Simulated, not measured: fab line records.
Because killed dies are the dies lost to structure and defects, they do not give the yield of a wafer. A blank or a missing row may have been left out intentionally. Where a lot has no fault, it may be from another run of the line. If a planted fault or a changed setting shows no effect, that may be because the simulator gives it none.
What tool caused it? + flow nand_harc + Sampling: 12 lots, 35 wafers, 5 of 1302 route steps

## WHAT THE GAUGES READ, wafer by wafer
NHARC_END_SORT_01. Usual: killed_at_array 55, standard deviation 20; killed_at_other 0.7, standard deviation 0.96; killed_at_periphery 4.1, standard deviation 2.4; killed_dies 60, standard deviation 20; killed_open 3.3, standard deviation 1.9; killed_short 2.8, standard deviation 1.6.
| lot  | measured     | on        | killed_at_array | killed_at_other | killed_at_periphery | killed_dies | killed_open | killed_short | flag |
|------|--------------|-----------|-----------------|-----------------|---------------------|-------------|-------------|--------------|------|
| L426 | day 26 21:12 | prober-02 | 66 63 52        | 2 0 0           | 5 4 3               | 73 67 55    | 4 5 2       | 4 1 3        |      |
| L425 | day 26 22:43 | prober-01 | 56 72 73        | 0 3 0           | 4 8 1               | 60 83 74    | 2 2 2       | 4 1 2        |      |
| L437 | day 32 04:08 | prober-01 | 93 83           | 0 0             | 1 0                 | 94 83       | 3 1         | 3 0          |      |
| L440 | day 33 14:46 | prober-02 | 45 47 44        | 0 0 0           | 5 2 2               | 50 49 46    | 6 3 2       | 2 3 3        |      |

## TOOL THAT RAN EACH LOT (tool first, then ch and the chambers of the sampled wafers, then the start)
| lot  | NHARC_A_CHANNEL_HOLE_D1_ETCH_34               | NHARC_A_CHANNEL_HOLE_D1_ETCH_24  | NHARC_A_CHANNEL_HOLE_D1_ETCH_44    | NHARC_A_CHANNEL_FILL_D1_ALD_14   |
|------|-----------------------------------------------|----------------------------------|------------------------------------|----------------------------------|
| L423 | rie_diel-07 ch 1,2, day 10 10:22 or earlier   | har_etch-01 ch 0,1, day 10 10:22 | rie_diel-03 ch 0,1,2, day 10 12:50 | ald_hk-01 ch 0,2, day 10 21:28   |
| L426 | rie_diel-07 ch 2,3, day 11 08:36 or earlier   | har_etch-02 ch 0,1, day 11 08:36 | rie_diel-07 ch 0,1, day 11 11:05   | ald_hk-01 ch 2,3, day 11 19:16   |
| L425 | rie_diel-03 ch 0,1,2, day 11 10:33 or earlier | har_etch-01 ch 0,1, day 11 10:33 | rie_diel-07 ch 1,2, day 11 12:54   | ald_hk-01 ch 0,2,3, day 11 19:37 |
| L427 | rie_diel-07 ch 0,3, day 12 12:50 or earlier   | har_etch-02 ch 0, day 12 12:50   | rie_diel-07 ch 2,3, day 12 17:28   | ald_hk-04 ch 0,1,2, day 13 02:49 |
| L428 | rie_diel-07 ch 0,2, day 12 16:07 or earlier   | har_etch-01 ch 0,1, day 12 16:07 | rie_diel-07 ch 2,3, day 12 18:44   | ald_hk-04 ch 0,1,2, day 13 03:02 |
| L433 | rie_diel-07 ch 0,2,3, day 14 15:02 or earlier | har_etch-02 ch 0,1, day 14 15:02 | rie_diel-07 ch 1,2,3, day 14 17:25 | ald_hk-03 ch 1,2,3, day 15 01:44 |
| L437 | rie_diel-07 ch 0,3, day 16 06:52 or earlier   | har_etch-02 ch 0,1, day 16 06:52 | rie_diel-07 ch 2,3, day 16 09:28   | ald_hk-04 ch 2,3, day 16 18:50   |
| L438 | rie_diel-11 ch 0,2, day 16 08:25 or earlier   | har_etch-01 ch 0,1, day 16 08:25 | rie_diel-11 ch 0,2,3, day 16 11:02 | ald_hk-04 ch 0,2,3, day 16 19:01 |
| L439 | rie_diel-07 ch 0,1, day 17 00:23 or earlier   | har_etch-01 ch 0,1, day 17 00:23 | rie_diel-07 ch 0,2, day 17 02:59   | ald_hk-01 ch 0,1,2, day 17 11:09 |
| L440 | rie_diel-07 ch 0,2, day 17 12:52 or earlier   | har_etch-01 ch 0,1, day 17 12:52 | rie_diel-07 ch 0,1,2, day 17 15:28 | ald_hk-03 ch 1,2,3, day 17 23:59 |
| L441 | rie_diel-07 ch 1,2, day 17 13:29              | har_etch-02 ch 0,1, day 17 17:40 | rie_diel-07 ch 0,2, day 17 20:10   | ald_hk-03 ch 0,2,3, day 18 04:31 |
| L442 | rie_diel-07 ch 0,1, day 18 11:12 or earlier   | har_etch-01 ch 1, day 18 11:12   | rie_diel-07 ch 2,3, day 18 13:40   | ald_hk-01 ch 0,1,3, day 18 21:58 |
- NHARC_A_CHANNEL_HOLE_D1_ETCH_34: etches the open film in CF4/CHF3, target depth 154 nm, time 77 s.
- NHARC_A_CHANNEL_HOLE_D1_ETCH_24: etches the open film in C4F8/O2/Ar, time 906.2 s, target depth 1500 nm.
- NHARC_A_CHANNEL_HOLE_D1_ETCH_44: etches the open film in CF4/O2, target depth 140 nm, overetch 14 nm, time 77 s.
- NHARC_A_CHANNEL_FILL_D1_ALD_14: deposits SiO2, target thk 2.5 nm, pulse time 10 s, ald cycles 25.

## WHAT THE TOOLS THEMSELVES READ (means of the sampled wafers that have a number; where no wafer has one, the mark that the record gives instead)
NHARC_A_CHANNEL_HOLE_D1_ETCH_34. Usual: drypump_motor_current_A 5.8 A, standard deviation 0.53; oes_product_au 0.945 a.u., standard deviation 0.024; rf_vpp_V 369.8 V, standard deviation 1.8; showerhead_plenum_p_Torr 1.55 Torr, standard deviation 0.051; throttle_valve_pct 16.803 %, standard deviation 0.0087.
| lot  | tool        | drypump_motor_current_A (A) | oes_product_au (a.u.) | rf_vpp_V (V) | showerhead_plenum_p_Torr (Torr) | throttle_valve_pct (%) | flag |
|------|-------------|-----------------------------|-----------------------|--------------|---------------------------------|------------------------|------|
| L423 | rie_diel-07 | 6.3                         | 0.919                 | 369.9        | 1.56                            | 16.800                 |      |
| L426 | rie_diel-07 | 5.9                         | 0.924                 | 370.5        | 1.54                            | 16.807                 |      |
| L425 | rie_diel-03 | 5.3                         | 0.917                 | 369.0        | 1.53                            | 16.809                 |      |
| L427 | rie_diel-07 | 5.3                         | 0.970                 | 369.2        | 1.52                            | 16.804                 |      |
| L428 | rie_diel-07 | 5.8                         | 0.944                 | 368.9        | 1.51                            | 16.807                 |      |
| L433 | rie_diel-07 | 5.6                         | 0.968                 | 368.8        | 1.52                            | 16.805                 |      |
| L437 | rie_diel-07 | 5.3                         | 0.968                 | 368.0        | 1.52                            | 16.803                 |      |
| L438 | rie_diel-11 | 5.5                         | 0.939                 | 370.8        | 1.58                            | 16.803                 |      |
| L439 | rie_diel-07 | 6.1                         | 0.923                 | 370.7        | 1.56                            | 16.803                 |      |
| L440 | rie_diel-07 | 6.0                         | 0.926                 | 368.9        | 1.52                            | 16.804                 |      |
| L441 | rie_diel-07 | 6.4                         | 0.918                 | 369.6        | 1.58                            | 16.801                 |      |
| L442 | rie_diel-07 | 6.0                         | 0.968                 | 370.8        | 1.56                            | 16.806                 |      |

NHARC_A_CHANNEL_HOLE_D1_ETCH_24. Usual: drypump_motor_current_A 5.4 A, standard deviation 0.61; showerhead_plenum_p_Torr 3.68 Torr, standard deviation 0.065; throttle_valve_pct 32.236 %, standard deviation 0.0089.
| lot  | tool        | drypump_motor_current_A (A) | showerhead_plenum_p_Torr (Torr) | throttle_valve_pct (%) | flag |
|------|-------------|-----------------------------|---------------------------------|------------------------|------|
| L423 | har_etch-01 | 5.0                         | 3.71                            | 32.231                 |      |
| L426 | har_etch-02 | 5.6                         | 3.69                            | 32.229                 |      |
| L425 | har_etch-01 | 4.9                         | 3.71                            | 32.234                 |      |
| L427 | har_etch-02 | 6.4                         | 3.59                            | 32.239                 |      |
| L428 | har_etch-01 | 5.2                         | 3.70                            | 32.225                 |      |
| L433 | har_etch-02 | 6.0                         | 3.63                            | 32.237                 |      |
| L437 | har_etch-02 | 5.8                         | 3.63                            | 32.242                 |      |
| L438 | har_etch-01 | 5.2                         | 3.66                            | 32.237                 |      |
| L439 | har_etch-01 | 5.2                         | 3.66                            | 32.235                 |      |
| L440 | har_etch-01 | 5.0                         | 3.65                            | 32.239                 |      |
| L441 | har_etch-02 | 5.9                         | 3.85                            | 32.228                 |      |
| L442 | har_etch-01 | 5.4                         | 3.65                            | 32.233                 |      |

NHARC_A_CHANNEL_HOLE_D1_ETCH_44. Usual: drypump_motor_current_A 5.9 A, standard deviation 0.52; oes_product_au 1.000 a.u., standard deviation 0.011; rf_vpp_V 197.3 V, standard deviation 1.3; showerhead_plenum_p_Torr 1.31 Torr, standard deviation 0.04; throttle_valve_pct 13.398 %, standard deviation 0.0092.
| lot  | tool        | drypump_motor_current_A (A) | oes_product_au (a.u.) | rf_vpp_V (V) | showerhead_plenum_p_Torr (Torr) | throttle_valve_pct (%) | flag |
|------|-------------|-----------------------------|-----------------------|--------------|---------------------------------|------------------------|------|
| L423 | rie_diel-03 | 5.3                         | 0.983                 | 196.2        | 1.30                            | 13.390                 |      |
| L426 | rie_diel-07 | 5.7                         | 1.000                 | 197.3        | 1.29                            | 13.390                 |      |
| L425 | rie_diel-07 | 6.3                         | 0.997                 | 197.4        | 1.34                            | 13.396                 |      |
| L427 | rie_diel-07 | 5.9                         | 0.991                 | 196.8        | 1.30                            | 13.396                 |      |
| L428 | rie_diel-07 | 5.5                         | 1.001                 | 197.5        | 1.30                            | 13.391                 |      |
| L433 | rie_diel-07 | 6.0                         | 0.996                 | 197.7        | 1.32                            | 13.401                 |      |
| L437 | rie_diel-07 | 5.8                         | 0.998                 | 196.3        | 1.30                            | 13.403                 |      |
| L438 | rie_diel-11 | 5.8                         | 1.013                 | 199.0        | 1.39                            | 13.402                 |      |
| L439 | rie_diel-07 | 6.0                         | 1.000                 | 196.5        | 1.29                            | 13.395                 |      |
| L440 | rie_diel-07 | 6.0                         | 0.996                 | 196.5        | 1.31                            | 13.399                 |      |
| L441 | rie_diel-07 | 5.7                         | 0.996                 | 197.0        | 1.27                            | 13.391                 |      |
| L442 | rie_diel-07 | 5.6                         | 1.002                 | 196.8        | 1.30                            | 13.384                 |      |

NHARC_A_CHANNEL_FILL_D1_ALD_14. Usual: heater_power_w 451 W, standard deviation 40; precursor_pulse_height_rel 0.999, standard deviation 0.019.
| lot  | tool      | heater_power_w (W) | precursor_pulse_height_rel | flag |
|------|-----------|--------------------|----------------------------|------|
| L423 | ald_hk-01 | 474                | 0.991                      |      |
| L426 | ald_hk-01 | 415                | 0.995                      |      |
| L425 | ald_hk-01 | 449                | 0.992                      |      |
| L427 | ald_hk-04 | 457                | 1.015                      |      |
| L428 | ald_hk-04 | 454                | 1.018                      |      |
| L433 | ald_hk-03 | 467                | 0.993                      |      |
| L437 | ald_hk-04 | 450                | 0.968                      |      |
| L438 | ald_hk-04 | 462                | 1.007                      |      |
| L439 | ald_hk-01 | 465                | 1.009                      |      |
| L440 | ald_hk-03 | 452                | 1.000                      |      |
| L441 | ald_hk-03 | 427                | 1.007                      |      |
| L442 | ald_hk-01 | 455                | 1.001                      |      |

## THE ANSWER, worked out from the rows above alone
Rule: lot off if the mean of its wafers having a number is beyond 3 standard deviations from the usual mean. A lot without any number at a reading at which 4 lots or more have one is off too. All remaining lots with rows at the step are treated as sound. Order of review: gauges by route order, followed by the tools' own readings, for which a lot's mean as printed above is used. At the first step where some lot is off, the reading lying furthest off is the one used; lots without a number count as furthest.
No lot is off at any reading shown: from this, nothing can be told.

## WHAT WAS PUT IN BY THE SIMULATOR
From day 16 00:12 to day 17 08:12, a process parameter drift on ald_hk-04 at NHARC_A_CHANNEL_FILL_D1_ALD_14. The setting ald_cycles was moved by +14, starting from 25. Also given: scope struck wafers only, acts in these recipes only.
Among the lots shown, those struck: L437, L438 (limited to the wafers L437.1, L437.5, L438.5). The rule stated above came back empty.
